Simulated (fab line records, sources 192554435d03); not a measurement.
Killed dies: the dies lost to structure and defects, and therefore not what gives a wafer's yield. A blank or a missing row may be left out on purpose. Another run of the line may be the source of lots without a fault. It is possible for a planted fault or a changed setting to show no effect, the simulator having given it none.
Chamber matching + flow n5 finfet + rie diel-01 running N5_FIN_SAQP_ETCH_52: 4 sister chambers
The step etches SOC in N2/H2, target depth 100 nm, overetch 20 nm, time 150 s. 4 wafers are shown with their chamber, then 8 later ones without.

## EACH WAFER AND ITS CHAMBER
| wafer  | chamber | showerhead plenum p Torr (Torr) |
|--------|---------|---------------------------------|
| L086.3 | 2       | 2.39                            |
| L087.5 | 1       | 2.46                            |
| L087.6 | 3       | 2.69                            |
| L089.1 | 0       | 2.61                            |

## WAFERS WHOSE CHAMBER IS MISSING
| wafer  | showerhead plenum p Torr (Torr) |
|--------|---------------------------------|
| L089.4 | 2.46                            |
| L089.6 | 2.71                            |
| L090.1 | 2.46                            |
| L090.2 | 2.71                            |
| L090.5 | 2.69                            |
| L096.1 | 2.68                            |
| L096.3 | 2.45                            |
| L096.5 | 2.70                            |

## THE CHAMBER EACH PASSED THROUGH
| wafer  | from the rows above | in truth                   |
|--------|---------------------|----------------------------|
| L089.4 | 1                   | 1                          |
| L089.6 | 3                   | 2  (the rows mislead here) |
| L090.1 | 1                   | 1                          |
| L090.2 | 3                   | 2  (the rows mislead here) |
| L090.5 | 3                   | 3                          |
| L096.1 | 3                   | 3                          |
| L096.3 | 1                   | 1                          |
| L096.5 | 3                   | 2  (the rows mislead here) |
Correctly placed: 5 of 8. Left unplaced by these rows: 0. 3 placed wrongly.
How it was worked out, from the rows above alone: a wafer's distance from a chamber is the root of the sum, over the readings, of the square of ((its reading less the chamber's mean) divided by the reading's scatter). If the next closest chamber is less than 2 further off than the closest, the wafer can't be placed; otherwise it belongs to the closest. Each chamber's mean is taken over the wafers shown for it. The scatter: with one shown wafer a chamber, the root of the mean of the squares of how far each hidden wafer lies from its nearest shown one.
